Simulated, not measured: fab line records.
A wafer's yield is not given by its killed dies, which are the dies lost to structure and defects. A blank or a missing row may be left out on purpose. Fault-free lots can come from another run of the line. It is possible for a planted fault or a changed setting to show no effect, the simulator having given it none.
Chamber matching    flow n5Finfet    cmp-02 running N5_BEOL_M5_CMP_52: 4 sister chambers
The step polishes, stops on SiCOH lowk, t overpolish 6.9 s, target thk 62 nm. 8 wafers are shown with their chamber, then 10 later ones without.

EACH WAFER AND ITS CHAMBER
wafer   chamber  motorCurrentA (A)  timeToEndpointS (s)
L078.5  3        5.3                61
L079.1  2        7.0                63
L079.4  1        6.4                67
L079.5  3        5.2                63
L084.3  2        6.6                66
L084.5  1        6.6                71
L087.1  0        6.2                65
L087.5  0        6.2                63

WAFERS WITH NO CHAMBER GIVEN
wafer   motorCurrentA (A)  timeToEndpointS (s)
L087.6  5.4                67
L090.4  6.5                63
L090.5  6.5                67
L090.6  6.2                61
L094.1  6.4                70
L094.4  6.3                64
L094.5  6.5                64
L095.2  6.7                66
L095.5  6.8                70
L095.6  6.6                63

THE CHAMBER EACH PASSED THROUGH
wafer   from the rows above           in truth
L087.6  3                             3
L090.4  can't be placed: 0 or 2 or 1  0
L090.5  can't be placed: 1 or 2 or 0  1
L090.6  0                             0
L094.1  1                             1
L094.4  0                             0
L094.5  can't be placed: 0 or 2 or 1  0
L095.2  can't be placed: 2 or 1       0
L095.5  can't be placed: 1 or 2       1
L095.6  can't be placed: 2 or 0 or 1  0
Correctly placed: 4 of 10. Not placeable from these rows: 6 (in 5, the candidates include the true chamber). 0 placed wrongly.
How it was worked out, from the rows above alone: a wafer's distance from a chamber is the root of the sum, over the readings, of the square of ((its reading less the chamber's mean) divided by the reading's scatter). If the next closest chamber is less than 2 further off than the closest, the wafer can't be placed; otherwise it belongs to the closest. A chamber's mean is the mean of its shown wafers. The scatter is the square root of a quotient: the sum, over the shown wafers, of each reading's squared deviation from its chamber's mean, divided by wafers minus chambers.
